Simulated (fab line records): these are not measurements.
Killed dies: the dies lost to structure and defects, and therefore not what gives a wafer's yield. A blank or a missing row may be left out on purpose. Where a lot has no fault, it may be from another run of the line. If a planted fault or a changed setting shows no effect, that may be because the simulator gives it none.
fab line records / flow nand_harc
record lots=5 wafers=15 last_day=23
route steps=1159 shown P_STI@107 P_GATE@110
lots that met no fault: taken from a fault-free run of the same line
start_h: start of the lot's first displayed wafer, in hours after the record's first day / wait_h: hours from the lot's prior step to this one / " identical to the entry in the row above / L1.1+2: a single row standing in for several wafers / - either no value or no given start / * or withheld: withheld / < > ~ a bound
route shown NAME@n: names a module that has steps shown in the file, with the first one's number in the route / usual: the fault-free wafers' mean and standard deviation / same: alike in all rows / chamber/n: place in a boat / sites: per-site readings / _std_site: standard deviation across them / _edge_site: mean of outer sites minus mean of inner sites / radius_mm: for every site, how far away it sits from the centre of the wafer / mask NAME#n: copy n / behind: tool/chamber where the wafer was last shaped / hold: the reason the lot was held/the length of the hold in hours/how it ended / device: which transistor (n, p or np) failed to switch / end of line: tests of these same wafers at the route's end / where a step has no rows: the recipe by itself / killed: dies lost to structure and defects at the first sort, not the wafer's yield / map: the dies of a wafer, with x for killed, . for not killed, _ for no die there
set.NAME: the run value of the setting; set.NAME@STEP: its run value at that earlier step / model.NAME: the simulator's own value behind a step, which no gauge read
lots at some steps of the route; a table a step, a row a wafer
services: from which hour (start_h, from the record's first day; less than 0 if before it) a tool's chamber was out of use, for how many hours, and why
## steps
# step NHARC_P_STI_SRD_39
# step NHARC_P_STI_OXIDE_40
# recipe target_thk_a=100 temp_c=900 ox_time_s=1362 material=SiO2
# step NHARC_P_STI_INSPECT_25
# usual raw_defect_count=209/74
lot.wafer=L254.1 tool=defect_inspect-02 chamber=- start_h=71.32 wait_h=0.4 raw_defect_count=230
lot.wafer=L254.2 tool=defect_inspect-02 chamber=- start_h=71.32 wait_h=0.4 raw_defect_count=266
lot.wafer=L254.5 tool=defect_inspect-02 chamber=- start_h=71.32 wait_h=0.4 raw_defect_count=355
lot.wafer=L269.3 tool=defect_inspect-02 chamber=- start_h=162.26 wait_h=0.4 raw_defect_count=220
lot.wafer=L269.4 tool=defect_inspect-02 chamber=- start_h=162.26 wait_h=0.4 raw_defect_count=253
lot.wafer=L269.5 tool=defect_inspect-02 chamber=- start_h=162.26 wait_h=0.4 raw_defect_count=229
lot.wafer=L268.3 tool=defect_inspect-01 chamber=- start_h=162.26 wait_h=0.4 raw_defect_count=165
lot.wafer=L268.5 tool=defect_inspect-01 chamber=- start_h=162.26 wait_h=0.4 raw_defect_count=193
lot.wafer=L268.6 tool=defect_inspect-01 chamber=- start_h=162.26 wait_h=0.4 raw_defect_count=204
lot.wafer=L271.2 tool=defect_inspect-02 chamber=- start_h=170.20 wait_h=0.4 raw_defect_count=208
lot.wafer=L271.4 tool=defect_inspect-02 chamber=- start_h=170.20 wait_h=0.4 raw_defect_count=180
lot.wafer=L271.6 tool=defect_inspect-02 chamber=- start_h=170.20 wait_h=0.4 raw_defect_count=243
lot.wafer=L273.2 tool=defect_inspect-02 chamber=- start_h=185.65 wait_h=0.4 raw_defect_count=248
lot.wafer=L273.3 tool=defect_inspect-02 chamber=- start_h=185.65 wait_h=0.4 raw_defect_count=213
lot.wafer=L273.4 tool=defect_inspect-02 chamber=- start_h=185.65 wait_h=0.4 raw_defect_count=309
# step NHARC_P_GATE_ETCH_69
# recipe target_depth_a=140 chemistry=dHF material=SiO2
# step NHARC_P_GATE_PRECLEAN_70
# recipe time_s=* temp_c=50 bath_age_min=0 chemistry=SC1
# step NHARC_P_GATE_SRD_01
# step NHARC_P_GATE_OXIDE_02
# recipe target_thk_a=375 temp_c=950 p_h2o_torr=720 ox_time_s=365 material=SiO2
# step NHARC_P_GATE_DEHYDRATE_03
# recipe temp_c=150 time_s=120
# step NHARC_P_GATE_HMDS_04
# recipe time_s=30
# step NHARC_P_GATE_COAT_05
# recipe spin_rpm=4690
# step NHARC_P_GATE_SOFTBAKE_06
# recipe temp_c=122 time_s=95
# step NHARC_P_GATE_EBR_07
# step NHARC_P_GATE_EXPOSE_08
# recipe na=0.6 dose_mj=16.75 mask_id=P_HV
lot.wafer=L254.1+2+5 tool=krf_scanner-02 chamber=0 start_h=79.55 wait_h=- mask=P_HVPW#0
lot.wafer=L269.3+4+5 tool=krf_scanner-04 chamber=0 start_h=170.16 wait_h=- mask=P_HV#0
lot.wafer=L268.3+5+6 tool=krf_scanner-04 chamber=0 start_h=170.20 wait_h=- mask=P_HV#0
lot.wafer=L271.2+4+6 tool=krf_scanner-03 chamber=0 start_h=178.53 wait_h=- mask=P_HV#0
lot.wafer=L273.2+3+4 tool=krf_scanner-02 chamber=0 start_h=193.76 wait_h=- mask=P_HV#0
# step NHARC_P_GATE_PEB_09
# recipe peb_temp_c=118 peb_time_s=85
# step NHARC_P_GATE_DEVELOP_10
# recipe time_s=70
# step NHARC_P_GATE_CD_MEAS_11
# recipe target_cd_nm=1640 landing_energy_ev=500
# usual cd_nm=1639.4/1.3
lot.wafer=L254.1 tool=cd_sem-01 chamber=0 start_h=79.70 wait_h=- cd_nm=-
lot.wafer=L254.2 tool=cd_sem-01 chamber=0 start_h=79.70 wait_h=- cd_nm=-
lot.wafer=L254.5 tool=cd_sem-01 chamber=0 start_h=79.70 wait_h=- cd_nm=-
lot.wafer=L269.3 tool=cd_sem-03 chamber=0 start_h=170.31 wait_h=- cd_nm=1639.5
lot.wafer=L269.4 tool=cd_sem-03 chamber=0 start_h=170.31 wait_h=- cd_nm=1638.6
lot.wafer=L269.5 tool=cd_sem-03 chamber=0 start_h=170.31 wait_h=- cd_nm=1639.5
lot.wafer=L268.3 tool=cd_sem-01 chamber=0 start_h=170.35 wait_h=- cd_nm=1638.2
lot.wafer=L268.5 tool=cd_sem-01 chamber=0 start_h=170.35 wait_h=- cd_nm=1638.8
lot.wafer=L268.6 tool=cd_sem-01 chamber=0 start_h=170.35 wait_h=- cd_nm=1638.1
lot.wafer=L271.2 tool=cd_sem-02 chamber=0 start_h=178.68 wait_h=- cd_nm=1637.5
lot.wafer=L271.4 tool=cd_sem-02 chamber=0 start_h=178.68 wait_h=- cd_nm=1639.6
lot.wafer=L271.6 tool=cd_sem-02 chamber=0 start_h=178.68 wait_h=- cd_nm=1639.5
lot.wafer=L273.2 tool=cd_sem-03 chamber=0 start_h=193.91 wait_h=- cd_nm=1640.1
lot.wafer=L273.3 tool=cd_sem-03 chamber=0 start_h=193.91 wait_h=- cd_nm=1638.8
lot.wafer=L273.4 tool=cd_sem-03 chamber=0 start_h=193.91 wait_h=- cd_nm=1640.0
# step NHARC_P_GATE_HARDBAKE_12
# recipe temp_c=125 time_s=80
## services
tool=krf_scanner-03 chamber=- start_h=74.52 hours=0.6 kind=repair
tool=krf_scanner-03 chamber=0 start_h=89.16 hours=- kind=calibration
tool=krf_scanner-02 chamber=- start_h=105.78 hours=9.3 kind=repair
tool=krf_scanner-02 chamber=0 start_h=125.01 hours=- kind=calibration
tool=krf_scanner-04 chamber=- start_h=126.00 hours=4.0 kind=pm
tool=krf_scanner-04 chamber=0 start_h=134.06 hours=- kind=calibration
tool=krf_scanner-02 chamber=- start_h=139.46 hours=0.8 kind=repair
tool=krf_scanner-04 chamber=- start_h=147.54 hours=2.3 kind=repair
tool=krf_scanner-03 chamber=- start_h=168.00 hours=4.0 kind=pm
## key
first_sign step=NHARC_P_GATE_EXPOSE_08 reading=mask direction=changed
effect step=NHARC_P_GATE_CD_MEAS_11 reading=cd_nm direction=missing
met_at NHARC_P_GATE_EXPOSE_08
struck_wafers L254.1,L254.2,L254.5
later_rows_left_out L254.1,L254.2,L254.5
sort_left_out L254.1,L254.2,L254.5
tester_left_out L254
fault kind=wrong_mask tool=any chamber=- onset_h=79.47 steps=NHARC_P_GATE_EXPOSE_08 aux_copy=P_HVPW#0 scope=struck_lots_only
# tester_left_out: of these lots the tester's yield and bins aren't shown, on N5 and GAA mostly nor the transistor test; their killed dies are dies lost to structure and defects alone, not to doping, threshold or leakage, so they don't give the yield
# sort_left_out: the simulated sort isn't trusted on such a fault, so these wafers' sort isn't shown, and their yield isn't known
# later_rows_left_out: the simulator's readings of these wafers behind a module that went badly wrong aren't trusted and aren't shown, but for the sort
